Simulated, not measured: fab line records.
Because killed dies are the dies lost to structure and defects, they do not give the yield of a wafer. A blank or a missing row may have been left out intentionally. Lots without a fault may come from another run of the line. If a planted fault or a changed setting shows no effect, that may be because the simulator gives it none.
Matching of chambers | flow nandHarc | NHARC_A_M0_PRE_CLEAN_31 on pecvd-02: 3 sister chambers
The step time 12 s. 6 wafers are shown with their chamber, then 12 later ones without.

== WAFERS PAIRED WITH THEIR CHAMBERS ==
wafer  | chamber | heaterPowerW (W)
L086.2 | 2       | 741
L087.5 | 2       | 724
L087.6 | 0       | 718
L088.2 | 0       | 684
L093.4 | 1       | 550
L093.5 | 1       | 548

== WAFERS WITHOUT THEIR CHAMBER ==
wafer  | heaterPowerW (W)
L095.1 | 726
L095.3 | 643
L095.5 | 642
L096.1 | 624
L096.3 | 810
L096.4 | 790
L094.1 | 756
L094.3 | 673
L094.4 | 750
L097.3 | 721
L097.4 | 739
L097.6 | 643

== WHICH CHAMBER EACH WENT THROUGH ==
wafer  | from the rows above     | in truth
L095.1 | can't be placed: 2 or 0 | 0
L095.3 | 0                       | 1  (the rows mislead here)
L095.5 | 0                       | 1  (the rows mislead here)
L096.1 | can't be placed: 1 or 0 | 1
L096.3 | 2                       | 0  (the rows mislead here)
L096.4 | 2                       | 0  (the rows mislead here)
L094.1 | 2                       | 2
L094.3 | 0                       | 0
L094.4 | 2                       | 2
L097.3 | can't be placed: 2 or 0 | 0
L097.4 | 2                       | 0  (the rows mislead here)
L097.6 | 0                       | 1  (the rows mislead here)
Placed correctly: 3 of 12. Cannot be placed on the basis of these rows: 3; the candidates contain the true chamber in 3. Placed wrongly: 6.
How it was worked out, from the rows above alone: a wafer's distance from a chamber is the root of the sum, over the readings, of the square of ((its reading less the chamber's mean) divided by the reading's scatter). The wafer belongs to the nearest chamber; if the next one is less than 2 further off, it can't be placed. The mean given for a chamber averages the wafers shown for that chamber. The scatter: take each reading less its chamber's mean, square it, sum over the shown wafers, divide by the number of wafers less the number of chambers, and take the root.
